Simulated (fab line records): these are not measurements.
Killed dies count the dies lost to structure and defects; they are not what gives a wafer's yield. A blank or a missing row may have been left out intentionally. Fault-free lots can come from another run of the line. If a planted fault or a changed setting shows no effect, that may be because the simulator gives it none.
Lot-split experiment | flow n5 finfet | 21 wafers read across 7 lots, on a route 1938 steps long

== ABOUT THE SPLIT ==
At N5_BEOL_M3_COAT_67 (time 60 s, resist thk 60 nm), the setting spin rpm was moved away from the recipe's 1500 rpm on 8 of the 21 wafers read, by -9.3% to +4.9%. For the rest of the wafers, this setting stayed at what the recipe calls for.

The reading is taken at the split's own step.

== THE READING ==
SOC_of_BEOL_M3_COAT_67.thk nm (the simulator's own value, which no gauge read), in nm, at N5_BEOL_M3_COAT_67 (time 60 s, resist thk 60 nm). The file does not state a usual value for it. The 13 wafers here that ran the recipe average 60.0 nm, standard deviation 0.28 nm.

wafer  | tool, chamber at the split | spin rpm as run, rpm | against the recipe | SOC_of_BEOL_M3_COAT_67.thk nm, nm | against lot-mates on the recipe
L075.1 | litho track-01, 0          | 1500                 | recipe             | 59.4                              | -
L075.3 | litho track-01, 0          | 1423                 | -5.1%              | 61.4                              | +2.0
L075.4 | litho track-01, 0          | 1423                 | -5.1%              | 61.2                              | +1.8
L077.2 | litho track-05, 0          | 1573                 | +4.9%              | 58.4                              | -1.3
L077.3 | litho track-05, 0          | 1500                 | recipe             | 59.6                              | -
L077.6 | litho track-05, 0          | 1500                 | recipe             | 59.8                              | -
L078.2 | litho track-01, 0          | 1500                 | recipe             | 60.2                              | -
L078.4 | litho track-01, 0          | 1360                 | -9.3%              | 63                                | +2.8
L078.5 | litho track-01, 0          | 1360                 | -9.3%              | 63                                | +2.8
L082.2 | litho track-01, 0          | 1500                 | recipe             | 59.8                              | -
L082.4 | litho track-01, 0          | 1500                 | recipe             | 60                                | -
L082.6 | litho track-01, 0          | 1548                 | +3.2%              | 59                                | -0.9
L084.1 | litho track-05, 0          | 1397                 | -6.9%              | 62.2                              | +2.0
L084.6 | litho track-05, 0          | 1397                 | -6.9%              | 62.2                              | +2.0
L084.3 | litho track-05, 0          | 1500                 | recipe             | 60.2                              | -
L091.1 | litho track-01, 0          | 1500                 | recipe             | 60.2                              | -
L091.3 | litho track-01, 0          | 1500                 | recipe             | 60.2                              | -
L091.2 | litho track-01, 0          | 1500                 | recipe             | 60.4                              | -
L095.3 | litho track-02, 0          | 1500                 | recipe             | 60.2                              | -
L095.5 | litho track-02, 0          | 1500                 | recipe             | 60.2                              | -
L095.6 | litho track-02, 0          | 1500                 | recipe             | 60.2                              | -

THE FIT
A straight line over all 21 wafers: SOC_of_BEOL_M3_COAT_67.thk nm changes by -0.311 nm for each +1% of spin rpm; r = -0.98; the points scatter about the line by 0.26 nm.
The same after taking each lot's own level away (the mean of its wafers on the recipe; 21 wafers): -0.302 nm for each +1%; r = -0.99; scatter 0.14 nm.
On that fit, the largest move of spin rpm shifts the reading by 2.8 nm.
The lots' own levels span 59.40 to 60.27 nm, that is 3.1 times the standard deviation above.
The two slopes agree, so the slope changes little with the lot-to-lot level.
Check: +2.87 nm against its lot-mates is what the line predicts for one of the wafers moved furthest among these (-9.3%) when that wafer is left out of the fit. Against them it came out at +2.8 nm.

== FURTHER SPLITS ON THESE WAFERS ==
Before the reading, these wafers also passed through other splits. Each is held against what the fit with the lots' levels taken away leaves over:
other split on the same wafers              | wafers away from the commonest value | r with SOC_of_BEOL_M3_COAT_67.thk nm (lot level and that fit taken away)
N5_BEOL_M0_SAQP_SPACER2_ALD_26 target thk a | 6                                    | -0.18
N5_BEOL_M0_SAQP_COAT_69 spin rpm            | 5                                    | +0.04
N5_BEOL_M1_ETCH_77 source w                 | 4                                    | +0.67
N5_BEOL_M1_TRENCH_ETCH_37 time s            | 5                                    | -0.10
N5_BEOL_M2_COAT_73 spin rpm                 | 9                                    | -0.36
N5_BEOL_M2_ETCH_74 source w                 | 7                                    | -0.27

== THE FILE'S OWN FIT ==
SOC_of_BEOL_M3_COAT_67.thk nm changes by -0.302 nm for each +1% of spin rpm, r = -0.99.
